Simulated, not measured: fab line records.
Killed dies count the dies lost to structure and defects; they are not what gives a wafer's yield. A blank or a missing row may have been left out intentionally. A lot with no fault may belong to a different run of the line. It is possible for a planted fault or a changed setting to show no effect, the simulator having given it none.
Problem report in the 8D (eight disciplines) form, filled by code	flow n5 finfet	the parts of the form that need people (team, actions taken, sign-off) are left out

== 1. WHAT IS WRONG ==
At N5_PASSIVATION_PROBE_49, killed_at_M4_up averages 132 over 2 wafers from 2 lots, while fault-free wafers read 14, standard deviation 5.3. Measured from the usual mean, that is +22 standard deviations.
First seen on wafer L926.6, day 15 19:49, on prober-02. Wafers with a number at this step in the record: 2, from 2 lots. The rule behind "out" and "out of limits": a value lying over 4 standard deviations away from the usual mean. All remaining wafers that have a number are taken as sound.

== 2. WHAT IT IS, WHAT IT ISN'T ==
question	is	is not
which readings at this step	killed_at_M4_up, defect limited yield, killed dies, sort_bin_5_function, sort n pass, sort yield pct	killed_at_M0_to_M3, killed at contacts, killed at front end, killed at other, killed open, killed short, sort_bin_6_memory
which lots	L926, L928	-
which wafers of those lots	all that have a number	-
read on which tools	prober-01, prober-02	-
when	from day 15 19:49	up to then (0 sound wafers)

== 3. THE SUSPECTS, EACH WITH WHAT RULES IT OUT ==
Counting: a tool stays on the suspect list if, at a process step up to the reading, it processed all lots that are out and no sound lot following the first of them.
- wet bench-04 at N5_BEOL_M10_PRECLEAN_42 (cleans in residue remover, time 60 s): kept. It ran every lot that is out, first L926 (day 13 21:40), and no sound lot after that.
The count leaves wet bench-04 at N5_BEOL_M10_PRECLEAN_42.

== 4. THE CAUSE (what the simulator had put in) ==
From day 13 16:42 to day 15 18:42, wet bench-04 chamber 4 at N5_BEOL_M10_PRECLEAN_42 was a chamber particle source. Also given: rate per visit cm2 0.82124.
This tool alone remained once counting was done.

== 5. THE CHAIN OF EFFECTS, in route order ==
Each row: a reading where the mean over the struck wafers with a number is more than 3 standard deviations away from the usual. Readings are gone through only where the record gives a usual standard deviation; hours: the median, over the lots, of the time from a lot's start at the first step in this table giving one to that lot's start at this step; sigmas: the change measured in usual standard deviations.
hours	step	reading	usual	on struck wafers	change	sigmas
0	N5_PASSIVATION_PROBE_49	defect limited yield	91.5 %	82.3	-9.2	-6.5
0	N5_PASSIVATION_PROBE_49	killed_at_M4_up	14	132	+118	+22
0	N5_PASSIVATION_PROBE_49	killed dies	100	208	+108	+6.4
0	N5_PASSIVATION_PROBE_49	sort_bin_5_function	4.9 %	12.2	+7.3	+8.2
0	N5_PASSIVATION_PROBE_49	sort n pass	1080	972	-108	-6.4
0	N5_PASSIVATION_PROBE_49	sort yield pct	91.5 %	82.3	-9.2	-6.5
Its process steps:
- N5_PASSIVATION_PROBE_49

== 6. WHAT WOULD HAVE CAUGHT IT SOONER ==
First out-of-limits reading in this record: day 15 19:49, which is 51 hours after fault onset at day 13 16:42.
Each of the lots that are out, 2 in all, had begun N5_BEOL_M10_PRECLEAN_42 on wet bench-04 no later than day 15 19:49. Tool hold at that time: it would have spared none of them.
